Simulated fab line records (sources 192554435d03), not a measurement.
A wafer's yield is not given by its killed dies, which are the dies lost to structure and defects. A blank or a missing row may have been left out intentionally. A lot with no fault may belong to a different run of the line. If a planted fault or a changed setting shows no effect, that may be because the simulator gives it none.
Split-lot study	flow n5-finfet	on a route of 1938 steps: 7 lots, 21 wafers read

ON THE SPLIT
At N5_BEOL_M2_COAT_76 (time 60 s, resist thk 5 nm), the setting spin-rpm was moved away from the recipe's 1500 rpm on 4 of the 21 wafers read, by -9.5% to +5.3%. For the rest of the wafers, this setting stayed at what the recipe calls for.

FROM THE SPLIT TO THE READING: what the file shows between them, 3 steps
- N5_BEOL_M2_COAT_22: resist thk 30 nm
- N5_BEOL_M2_EBR_24
- N5_BEOL_M2_DESCUM_33: chemistry O2, time 7 s

THE READING
etch.depth-nm (the simulator's own value, which no gauge read), in nm, at N5_BEOL_M2_ETCH_77 (etches underlayer in N2/H2, target depth 6.5 nm, time 5.2 s). The file does not state a usual value for it. Average 4.997 nm, standard deviation 0.018 nm, over the 17 wafers here run with the recipe.

wafer	tool, chamber at the split	spin-rpm as run, rpm	against the recipe	etch.depth-nm, nm	against lot-mates on the recipe
L078.2	litho-track-01, 0	1500	recipe	5.018	-
L078.3	litho-track-01, 0	1500	recipe	5.02	-
L078.4	litho-track-01, 0	1500	recipe	5.005	-
L082.1	litho-track-02, 0	1500	recipe	4.981	-
L082.5	litho-track-02, 0	1500	recipe	4.981	-
L082.4	litho-track-02, 0	1500	recipe	4.982	-
L085.3	litho-track-02, 0	1500	recipe	4.994	-
L085.5	litho-track-02, 0	1580	+5.3%	4.876	-0.118
L085.6	litho-track-02, 0	1580	+5.3%	4.877	-0.117
L086.1	litho-track-01, 0	1401	-6.6%	5.187	+0.180
L086.3	litho-track-01, 0	1500	recipe	5.007	-
L086.4	litho-track-01, 0	1500	recipe	5.007	-
L094.2	litho-track-03, 0	1500	recipe	5.011	-
L094.4	litho-track-03, 0	1500	recipe	5.022	-
L094.5	litho-track-03, 0	1500	recipe	5.007	-
L095.1	litho-track-03, 0	1358	-9.5%	5.267	+0.262
L095.3	litho-track-03, 0	1500	recipe	5.011	-
L095.6	litho-track-03, 0	1500	recipe	5	-
L096.3	litho-track-03, 0	1500	recipe	4.964	-
L096.5	litho-track-03, 0	1500	recipe	4.971	-
L096.6	litho-track-03, 0	1500	recipe	4.97	-

THE FIT
A straight line over all 21 wafers: etch.depth-nm changes by -0.0267 nm for each +1% of spin-rpm; r = -0.98; the points scatter about the line by 0.019 nm.
The same after taking each lot's own level away (the mean of its wafers on the recipe; 21 wafers): -0.0258 nm for each +1%; r = -0.99; scatter 0.0084 nm.
That fit puts the effect of the largest move of spin-rpm on the reading at 0.24 nm.
Measured against the standard deviation above, the lots' own levels, which go from 4.9683 to 5.0143 nm, span 2.5 times it.
Hence the lot-to-lot level has little effect on the slope; both slopes agree.
Check: +0.233 nm against its lot-mates is what the line predicts for one of the wafers moved furthest among these (-9.5%) when that wafer is left out of the fit. It came out at +0.262 nm against them.

ADDITIONAL SPLITS CARRIED BY THESE WAFERS
Note: prior to the reading, these wafers also went through further splits. Each is held against what the fit with the lots' levels taken away leaves over:
other split on the same wafers	wafers away from the commonest value	r with etch.depth-nm (lot level and that fit taken away)
N5_BEOL_M1_ETCH_64 bias-w	3	-0.27

FILE'S OWN FIT
etch.depth-nm changes by -0.0266 nm for each +1% of spin-rpm, r = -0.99.
